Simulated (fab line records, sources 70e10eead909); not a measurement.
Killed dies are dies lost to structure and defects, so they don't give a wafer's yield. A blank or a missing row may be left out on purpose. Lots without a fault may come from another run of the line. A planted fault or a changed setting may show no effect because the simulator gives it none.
Chamber matching | flow nand_harc | NHARC_P_CONTACT_CMP_24 on cmp-01: 4 sister chambers
The step polishes, t overpolish 30 s, target thk 200 nm. 8 wafers are shown with their chamber, then 12 later ones without.

WAFERS WITH THEIR CHAMBER
wafer  | chamber | motor_current_A (A) | time_to_endpoint_s (s)
L089.2 | 0       | 13.4                | 38
L089.4 | 1       | 12.3                | 45
L090.1 | 0       | 12.8                | 40
L091.3 | 2       | 11.0                | 37
L091.6 | 3       | 11.4                | 39
L092.1 | 3       | 11.0                | 36
L092.3 | 1       | 12.1                | 45
L092.5 | 2       | 11.4                | 38

WAFERS WITHOUT THEIR CHAMBER
wafer  | motor_current_A (A) | time_to_endpoint_s (s)
L093.3 | 10.5                | 39
L093.5 | 13.5                | 39
L093.6 | 11.4                | 41
L094.1 | 11.1                | 39
L094.4 | 12.3                | 45
L094.5 | 11.9                | 44
L095.1 | 11.2                | 38
L095.4 | 12.3                | 46
L095.5 | 11.4                | 40
L097.1 | 11.3                | 35
L097.3 | 11.1                | 37
L097.4 | 13.2                | 37

WHICH CHAMBER EACH WENT THROUGH
wafer  | from the rows above          | in truth
L093.3 | can't be placed: 2 or 3      | 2
L093.5 | 0                            | 0
L093.6 | can't be placed: 2 or 3 or 1 | 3
L094.1 | can't be placed: 2 or 3      | 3
L094.4 | 1                            | 1
L094.5 | 1                            | 1
L095.1 | can't be placed: 2 or 3      | 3
L095.4 | 1                            | 1
L095.5 | can't be placed: 2 or 3      | 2
L097.1 | can't be placed: 2 or 3      | 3
L097.3 | can't be placed: 2 or 3      | 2
L097.4 | 0                            | 0
Placed correctly: 5 of 12. Can't be placed from these rows: 7 (the true chamber is among the candidates in 7). Placed wrongly: 0.
How it was worked out, from the rows above alone: a wafer's distance from a chamber is the root of the sum, over the readings, of the square of ((its reading less the chamber's mean) divided by the reading's scatter). The wafer belongs to the nearest chamber; if the next one is less than 2 further off, it can't be placed. A chamber's mean is the mean of its shown wafers. The scatter: the root of (the sum of the squares of (reading less its chamber's mean) over the shown wafers, divided by (wafers less chambers)).
